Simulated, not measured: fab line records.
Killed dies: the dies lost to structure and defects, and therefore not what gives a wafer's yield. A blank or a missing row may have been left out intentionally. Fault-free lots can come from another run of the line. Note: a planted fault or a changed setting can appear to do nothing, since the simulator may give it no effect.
Matching of chambers	flow n5-finfet	N5_BEOL_M3_CVD_47 on cvd-co-01: 3 sister chambers
The step deposits Co from CCTBA/H2, target thk 3 nm, time 223.8 s. 6 wafers are shown with their chamber, then 8 later ones without.

WAFERS WITH THEIR CHAMBER
wafer	chamber	run-length-s (s)
L385.5	2	246.3
L388.5	1	247.8
L388.6	0	246.5
L398.3	1	247.4
L398.5	2	246.3
L398.6	0	247.3

WAFERS WITH NO CHAMBER GIVEN
wafer	run-length-s (s)
L397.2	247.4
L397.5	246.5
L402.2	246.3
L402.3	246.7
L402.6	247.8
L401.4	246.4
L401.5	247.4
L401.6	246.2

WHICH CHAMBER EACH WENT THROUGH
wafer	from the rows above	in truth
L397.2	can't be placed: 1 or 0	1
L397.5	can't be placed: 2 or 0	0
L402.2	can't be placed: 2 or 0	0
L402.3	can't be placed: 0 or 2 or 1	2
L402.6	can't be placed: 1 or 0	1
L401.4	can't be placed: 2 or 0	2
L401.5	can't be placed: 1 or 0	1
L401.6	can't be placed: 2 or 0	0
Correct placement for 0 of the 8. Can't be placed from these rows: 8 (the true chamber is among the candidates in 8). 0 placed wrongly.
How it was worked out, from the rows above alone: a wafer's distance from a chamber is the root of the sum, over the readings, of the square of ((its reading less the chamber's mean) divided by the reading's scatter). The wafer belongs to the nearest chamber; if the next one is less than 2 further off, it can't be placed. A chamber's mean is the mean of its shown wafers. The scatter is the square root of a quotient: the sum, over the shown wafers, of each reading's squared deviation from its chamber's mean, divided by wafers minus chambers.
